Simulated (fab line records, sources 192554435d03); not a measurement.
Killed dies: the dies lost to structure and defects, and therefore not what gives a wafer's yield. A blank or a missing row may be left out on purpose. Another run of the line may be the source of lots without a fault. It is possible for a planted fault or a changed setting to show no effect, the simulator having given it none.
A lot that was struck, set against a sound lot ; flow n5Finfet ; 14 out of 1938 route steps
Sound: these wafers, L137.1, L137.3, L137.4. The struck wafers were L134.1, L134.2, L134.6. The cause is named last.
For every step that has rows: the tool of each side, followed by ch and its chambers, followed by its first start. Under that, the readings that differ: sound wafers ; struck wafers ; difference of the means ; sigmas: that difference in standard deviations of wafers without a fault.
alike: a reading whose means differ by less than 2 such deviations, as well as words and numbers matching on both sides. not compared: withheld readings; readings where some wafer has no value; bounds like >300 that might hide an equal value; numbers whose values overlap and for which the record gives no deviation.
Wherever a step has rows on one side only, a row that says differs or no value, or a row with sigmas, the two part there. When numbers do not overlap yet have no deviation, they are printed without sigmas and do not part them. A reading missing from all wafers of one side parts the sides only when that side holds two or more wafers.

N5_MIM_BOT_ETCH_ETCH_03: etches the open film in Cl2/BCl3, target depth 12 nm.
  sound on rieMetal-02 ch 0,1, day 16 18:05; struck on rieMetal-03 ch 0,1, day 15 14:40
  alike: drypumpMotorCurrentA, oesProductAu, rfFwdPowerW, throttleValvePct
  not compared: rfHoursCounterH
N5_MIM_BOT_ETCH_ETCH_00: etches TiN in Cl2/BCl3, target depth 45.5 nm.
  sound on rieMetal-02 ch 0,1, day 16 18:10; struck on rieMetal-03 ch 0,1, day 15 14:45
  alike: drypumpMotorCurrentA, mfcArSccm, oesProductAu, rfFwdPowerW, throttleValvePct
  not compared: rfHoursCounterH
N5_MIM_BOT_ETCH_STRIP_01: strips in O2.
  sound on rieDiel-04 ch 0,1,2, day 16 18:19; struck on rieDiel-04 ch 1,2, day 15 14:53
  alike: drypumpMotorCurrentA, o2FlowSccm, oesProductAu, rfVppV, showerheadPlenumPTorr, throttleValvePct
  not compared: rfHoursCounterH
then, 3 steps without rows for these wafers: N5_MIM_BOT_ETCH_STRIP_02 (strips in post etch residue remover, time 1200 s); N5_MIM_BOT_ETCH_CLEAN_05 (cleans in IPA, time 180 s); N5_MIM_BOT_ETCH_SRD_06 (time 30 s).
N5_PASSIVATION_PECVD_55: deposits SiO2 from SiH4/N2O, target thk 400 nm, time 22.5 s.
  sound on pecvd-01 ch 0,1, day 16 18:49; struck on pecvd-04 ch 0,1, day 15 15:25
  alike: heaterPowerW, rfFwdPowerW, showerheadPlenumPTorr, throttleValvePct
N5_PASSIVATION_PECVD_01: deposits SiNx from SiH4/NH3/N2, target thk 200 nm, time 43.2 s.
  sound on pecvd-01 ch 0,1, day 16 18:51; struck on pecvd-04 ch 0,1, day 15 15:27
  alike: heaterPowerW, rfFwdPowerW, showerheadPlenumPTorr, throttleValvePct
then, 4 steps without rows for these wafers: N5_PASSIVATION_HMDS_03 (time 60 s); N5_PASSIVATION_COAT_04; N5_PASSIVATION_EBR_06; N5_PASSIVATION_SOFTBAKE_05 (time 90 s).
N5_PASSIVATION_EXPOSE_07: exposes mask TV, defocus 0 nm, target cd 3000 nm.
  sound on krfScanner-02 ch 0, day 16 19:17; struck on krfScanner-02, day 15 16:16
  no value came back on the struck wafers for exposureDoseMJCm2, focusOffsetNm (nm); on the sound wafers exposureDoseMJCm2 reads 22.737 22.737 22.752
  alike: mask
then, 1 step without rows for these wafers: N5_PASSIVATION_PEB_08.

## WHERE THEY PART
N5_PASSIVATION_EXPOSE_07 only, going by this record.

WHY: whatever the simulator had introduced
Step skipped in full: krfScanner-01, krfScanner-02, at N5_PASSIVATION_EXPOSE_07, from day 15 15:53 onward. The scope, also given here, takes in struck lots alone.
